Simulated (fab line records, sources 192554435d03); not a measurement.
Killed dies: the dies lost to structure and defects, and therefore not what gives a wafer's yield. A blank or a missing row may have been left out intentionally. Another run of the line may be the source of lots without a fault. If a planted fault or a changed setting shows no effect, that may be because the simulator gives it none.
Split-lot study ; flow n5 finfet ; on a route of 1938 steps: 7 lots, 21 wafers read

ON THE SPLIT
At N5_BEOL_M4_COAT_05 (resist thk 30 nm), the setting spin rpm was moved away from the recipe's 1500 rpm on 8 of the 21 wafers read, by -9.6% to +11.1%. This setting was run at the recipe's value on the other wafers.

FROM THE SPLIT TO THE READING: what the file shows between them, 2 steps
- N5_BEOL_M4_EBR_07
- N5_BEOL_M4_SOFTBAKE_06: time 60 s

THE READING
CAR-EUV_of_BEOL_M4_COAT_05.thk nm (the simulator's own value, which no gauge read), in nm, at N5_BEOL_M4_DESCUM_16 (chemistry O2, time 7 s). No usual value for it is given in the file. Across the 13 wafers here that went through the recipe, the average is 26.1 nm and the standard deviation 0.092 nm.

wafer;tool, chamber at the split;spin rpm as run, rpm;against the recipe;CAR-EUV_of_BEOL_M4_COAT_05.thk nm, nm;against lot-mates on the recipe
L074.1;litho track-05, 0;1500;recipe;26.2;-
L074.3;litho track-05, 0;1500;recipe;26.2;-
L074.5;litho track-05, 0;1500;recipe;26.2;-
L076.2;litho track-02, 0;1571;+4.7%;25.4;-0.6
L076.3;litho track-02, 0;1571;+4.7%;25.4;-0.6
L076.5;litho track-02, 0;1500;recipe;26;-
L082.4;litho track-01, 0;1500;recipe;26;-
L082.5;litho track-01, 0;1500;recipe;26;-
L082.6;litho track-01, 0;1500;recipe;26;-
L083.1;litho track-01, 0;1421;-5.3%;26.8;+0.8
L083.3;litho track-01, 0;1421;-5.3%;26.8;+0.8
L083.5;litho track-01, 0;1500;recipe;26;-
L084.2;litho track-02, 0;1500;recipe;26;-
L084.3;litho track-02, 0;1356;-9.6%;27.4;+1.4
L084.4;litho track-02, 0;1356;-9.6%;27.6;+1.6
L088.1;litho track-01, 0;1500;recipe;26;-
L088.2;litho track-01, 0;1667;+11.1%;24.6;-1.4
L088.3;litho track-01, 0;1667;+11.1%;24.6;-1.4
L090.1;litho track-05, 0;1500;recipe;26;-
L090.2;litho track-05, 0;1500;recipe;26;-
L090.4;litho track-05, 0;1500;recipe;26.2;-

THE FIT
A straight line over all 21 wafers: CAR-EUV_of_BEOL_M4_COAT_05.thk nm changes by -0.139 nm for each +1% of spin rpm; r = -0.99; the points scatter about the line by 0.092 nm.
The same after taking each lot's own level away (the mean of its wafers on the recipe; 21 wafers): -0.139 nm for each +1%; r = -0.99; scatter 0.081 nm.
According to that fit, moving spin rpm by its largest amount changes the reading by 1.6 nm.
From 26.00 to 26.20 nm: that is the span of the lots' own levels, equal to 2.2 times the standard deviation above.
The two slopes agree, so the slope changes little with the lot-to-lot level.
Check: for one of the wafers moved furthest among these (+11.1%), held out of the fit, the line's prediction against its lot-mates is -1.55 nm. Against them it came out at -1.4 nm.

ADDITIONAL SPLITS CARRIED BY THESE WAFERS
Before the reading, these wafers also passed through other splits. Each is held against what the fit with the lots' levels taken away leaves over:
other split on the same wafers;wafers away from the commonest value;r with CAR-EUV_of_BEOL_M4_COAT_05.thk nm (lot level and that fit taken away)
N5_BEOL_M2_ETCH_69 bias w;9;-0.13
N5_BEOL_M3_COAT_22 spin rpm;5;+0.11
N5_BEOL_M3_EXPOSE_25 dose mj;8;-0.03

THE WHOLE CHAIN: every reading that the file lists as answering this split, in the file's order
step;what it does;reading;change (the file's fit);r (the file's)
N5_BEOL_M4_COAT_05;resist thk 30 nm;CAR-EUV_of_BEOL_M4_COAT_05.thk nm (the simulator's own value, which no gauge read);-0.15 nm for each +1% of the setting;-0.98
N5_BEOL_M4_DESCUM_16;chemistry O2, time 7 s;CAR-EUV_of_BEOL_M4_COAT_05.thk nm (the simulator's own value, which no gauge read);-0.139 nm for each +1% of the setting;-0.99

FILE'S OWN FIT
CAR-EUV_of_BEOL_M4_COAT_05.thk nm changes by -0.139 nm for each +1% of spin rpm, r = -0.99.
